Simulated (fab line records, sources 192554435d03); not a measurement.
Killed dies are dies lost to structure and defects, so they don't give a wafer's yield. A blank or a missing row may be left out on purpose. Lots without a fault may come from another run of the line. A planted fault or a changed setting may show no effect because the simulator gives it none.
A struck lot beside a sound one | flow n5_finfet | 15 steps out of a route of 1938
Sound: wafers L843.3, L843.4, L843.5. Struck: wafers L837.3, L837.6. The cause comes at the end.
At each step with rows: each side's tool, then ch and its chambers, then its first start. Under that, the readings that differ: sound wafers | struck wafers | difference of the means | sigmas: that difference in standard deviations of wafers without a fault.
alike: readings whose means differ by less than 2 such deviations, and words and numbers that are the same on both sides. not compared: withheld readings, readings that some wafer has no value for, bounds like >300 that may hide the same value, and numbers for which the record gives no deviation and whose values overlap.
The two part at a step that has a row with sigmas, a row that says differs or no value, or rows on one side only. Numbers that don't overlap but have no deviation are shown without sigmas and don't part them. A reading that every wafer of one side lacks parts them only if that side has two wafers or more.

N5_BEOL_M0_SAQP_HM_OPEN_112: chemistry CHF3/O2, target SiO2, stops on a-Si, target depth 12 nm, time 13.5 s.
  sound on rie_diel-04 ch 0,2,3, day 9 17:10; struck on rie_diel-04 ch 1,2, day 8 01:50
  alike: drypump_motor_current_A, oes_ar_750_au, oes_product_au, rf_fwd_power_W, rf_vpp_V, showerhead_plenum_p_Torr, throttle_valve_pct
  not compared: rf_hours_counter_h
then, 1 step without rows for these wafers: N5_BEOL_M0_SAQP_STRIP_113 (strips in CHF3/O2).
N5_BEOL_M0_SAQP_MANDREL_ETCH_20: etches a-Si in HBr/Cl2, stops on SiNx, target depth 60 nm, bt time 10 s, time 30 s.
  sound on rie_si-02 ch 1,2, day 9 17:15; struck on rie_si-05 ch 1,3, day 8 01:55
  alike: drypump_motor_current_A, oes_product_au, rf_fwd_power_W, throttle_valve_pct
  not compared: rf_hours_counter_h
N5_BEOL_M0_SAQP_STRIP_86: strips in N2/H2.
  sound on rie_diel-02 ch 0,2, day 9 17:21; struck on rie_diel-02 ch 0,3, day 8 02:01
  alike: drypump_motor_current_A, oes_product_au, rf_vpp_V, showerhead_plenum_p_Torr, throttle_valve_pct
  not compared: rf_hours_counter_h
then, 2 steps without rows for these wafers: N5_BEOL_M0_SAQP_STRIP_115 (strips in post etch residue remover, time 60 s); N5_BEOL_M0_SAQP_SRD_93 (time 30 s).
N5_BEOL_M0_SAQP_RECESS_114: chemistry HF/NH3, target SiO2, target depth 14.4 nm, afs cycles 3, sublimation time 60 s.
  sound on vapor_etch-01 ch 0,1, day 9 17:36; struck on vapor_etch-02 ch 0,1, day 8 02:16
  alike: drypump_motor_current_A, sublimation_temp_c
then, 3 steps without rows for these wafers: N5_BEOL_M0_SAQP_SPACER1_ALD_98 (deposits SiO2, target thk 12.8 nm, pulse time 1 s, purge time 2 s); N5_BEOL_M0_SAQP_SPACER1_ETCHBACK_99 (etches SiO2 in CHF3/O2, target depth 15.4 nm, time 7.7 s); N5_BEOL_M0_SAQP_MANDREL1_REMOVE_100 (chemistry HBr/Cl2/O2, target a-Si, stops on SiNx, bt time 10 s).
N5_BEOL_M0_SAQP_CD_MEAS_25: target cd 13.1 nm.
  sound on cd_sem-02 ch 0, day 9 18:32; struck on cd_sem-01 ch 0, day 8 03:12
  alike: cd_nm
then, 1 step without rows for these wafers: N5_BEOL_M0_SAQP_ETCH_101 (etches SiNx in CH3F/O2, target depth 29.9 nm, time 42.7 s).
N5_BEOL_M0_SAQP_ETCH_102: etches SiO2 in CF4, target depth 4 nm, time 4.4 s.
  sound on rie_si-05 ch 1,2, day 9 18:49; struck on rie_si-03 ch 1, day 8 03:21
  reading                  | sound             | struck      | difference | sigmas
  oes_product_au (a.u.)    | 0.983 0.981 0.977 | 1.228 1.216 | +0.242     | +11
  throttle_valve_pct (%)   | 21.44 22.03 21.44 | 22.33 22.35 | +0.70      | +3
  model.etch.depth_nm (nm) | 4.021 4.027 3.992 | 5.441 5.395 | +1.405     |
  alike: drypump_motor_current_A, rf_fwd_power_W
  not compared: rf_hours_counter_h
N5_BEOL_M0_SAQP_MANDREL_ETCH_103: etches a-Si in HBr/Cl2, stops on SiCN, target depth 45 nm, bt time 10 s, time 27 s.
  sound on rie_si-05 ch 1,2, day 9 18:51; struck on rie_si-03 ch 1, day 8 03:23
  alike: drypump_motor_current_A, oes_product_au, rf_fwd_power_W, throttle_valve_pct
  not compared: rf_hours_counter_h
-- the record jumps here: 2 days lie between the struck wafers' starts before and after (it left off in module BEOL_M0_SAQP and takes up again in module BEOL_M4, whose first step shown is number 1111 of the route) --
N5_BEOL_M4_RC_MEAS_101:
  sound on prober-01 ch 0, day 12 02:09; struck on prober-02 ch 0, day 10 14:29
  reading       | sound          | struck    | difference | sigmas
  SS_N (mV/dec) | 72.6 72.0 71.4 | 71.3 70.1 | -1.3       | -2
  alike: DIBL_N, DIBL_P, IOFF_N, IOFF_P, ION_N, ION_P, SS_P, VT_N, VT_P

WHERE THEY PART
First at N5_BEOL_M0_SAQP_ETCH_102; last, within this record, at N5_BEOL_M4_RC_MEAS_101.

WHY: what the simulator had put in
Process parameter drift: rie_si-03, from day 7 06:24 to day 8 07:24, at N5_BEOL_M0_SAQP_ETCH_102. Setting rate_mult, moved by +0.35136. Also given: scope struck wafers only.
